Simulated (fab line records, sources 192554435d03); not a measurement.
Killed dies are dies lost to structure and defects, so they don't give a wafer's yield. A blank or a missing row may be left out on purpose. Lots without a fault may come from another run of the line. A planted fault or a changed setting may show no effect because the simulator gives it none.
Chamber matching | flow n5_finfet | N5_BEOL_M8_CURE_74 on uv_cure-03: 3 sister chambers
The step cures SiCOH lowk, time 240 s. 6 wafers are shown with their chamber, then 9 later ones without.

WAFERS WITH THEIR CHAMBER
wafer  | chamber | wafer_temp_C_max | lamp_power_pct (%)
L080.3 | 2       | 386.6            | 52.40
L080.6 | 2       | 386.7            | 52.21
L083.5 | 1       | 386.6            | 52.37
L083.6 | 1       | 386.6            | 52.29
L088.4 | 0       | 386.2            | 52.42
L088.5 | 0       | 386.5            | 52.36

WAFERS WITHOUT THEIR CHAMBER
wafer  | wafer_temp_C_max | lamp_power_pct (%)
L090.1 | 385.9            | 52.39
L090.4 | 386.6            | 52.28
L090.5 | 386.4            | 52.27
L093.3 | 385.9            | 52.36
L093.4 | 387.1            | 52.35
L093.6 | 386.4            | 52.42
L095.1 | 387.0            | 52.42
L095.4 | 387.0            | 52.37
L095.6 | 386.7            | 52.28

WHICH CHAMBER EACH WENT THROUGH
wafer  | from the rows above          | in truth
L090.1 | can't be placed: 0 or 1      | 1
L090.4 | can't be placed: 2 or 1 or 0 | 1
L090.5 | can't be placed: 0 or 1 or 2 | 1
L093.3 | can't be placed: 0 or 1      | 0
L093.4 | can't be placed: 2 or 1      | 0
L093.6 | can't be placed: 0 or 1 or 2 | 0
L095.1 | can't be placed: 2 or 1      | 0
L095.4 | can't be placed: 2 or 1      | 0
L095.6 | can't be placed: 2 or 1      | 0
Placed correctly: 0 of 9. Can't be placed from these rows: 9 (the true chamber is among the candidates in 5). Placed wrongly: 0.
How it was worked out, from the rows above alone: a wafer's distance from a chamber is the root of the sum, over the readings, of the square of ((its reading less the chamber's mean) divided by the reading's scatter). The wafer belongs to the nearest chamber; if the next one is less than 2 further off, it can't be placed. A chamber's mean is the mean of its shown wafers. The scatter: the root of (the sum of the squares of (reading less its chamber's mean) over the shown wafers, divided by (wafers less chambers)).
